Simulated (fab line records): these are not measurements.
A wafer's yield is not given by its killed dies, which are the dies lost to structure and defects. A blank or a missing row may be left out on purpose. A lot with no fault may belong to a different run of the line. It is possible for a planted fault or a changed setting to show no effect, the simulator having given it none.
A single fault, viewed from 2 desks -- flow n5_finfet -- only its own numbers are on each desk; what lay behind them is given at the end

METROLOGY DESK
What the gauges read, lot by lot, whatever tool the lot ran on: means of the sampled wafers that have a number. The brackets show how far a lot's mean lies from the usual mean; more than 4 standard deviations puts the lot out of limits, marked OUT.
Columns: A = M13_THK at N5_BEOL_M13_THK_MEAS_50, usual 432 nm
lot,first seen here,A
L363,day 10 04:41,440
L364,day 11 21:58,433
L371,day 13 16:26,423
L372,day 13 16:43,450
L374,day 14 02:53,444
L376,day 14 17:08,429
L378,day 14 21:32,430
L379,day 15 14:46,430
L380,day 15 21:14,432
L383,day 16 05:27,435
L386,day 17 00:47,435
This desk found nothing out of limits on any of the 11 lots.

AT THE TOOL OWNER'S DESK: pvd_sputter-02
The tool's own readings at N5_BEOL_M13_SPUTTER_43 (material TaN, target thk 15 nm, time 24.19 s): means of the sampled wafers that have a number, for each lot that ran on this tool. The brackets show how far a lot's mean lies from the usual mean; more than 4 standard deviations puts the lot out of limits, marked OUT.
Columns: A = bias_v at N5_BEOL_M13_SPUTTER_43, usual 168.6 V; B = throttle_valve_pct at N5_BEOL_M13_SPUTTER_43, usual 29.8 %
lot,first seen here,A,B
L363,day 10 03:25,167.1,29.5
L371,day 13 15:04,170.1,29.4
L372,day 13 15:23,170.2,29.6
L374,day 14 01:52,167.3,29.6
This desk found nothing out of limits on any of the 4 lots.

PUT TOGETHER
From the metrology desk's view, nothing was out of limits.
The tool owner's desk saw nothing out of limits.

WHAT THE SIMULATOR HAD INSERTED
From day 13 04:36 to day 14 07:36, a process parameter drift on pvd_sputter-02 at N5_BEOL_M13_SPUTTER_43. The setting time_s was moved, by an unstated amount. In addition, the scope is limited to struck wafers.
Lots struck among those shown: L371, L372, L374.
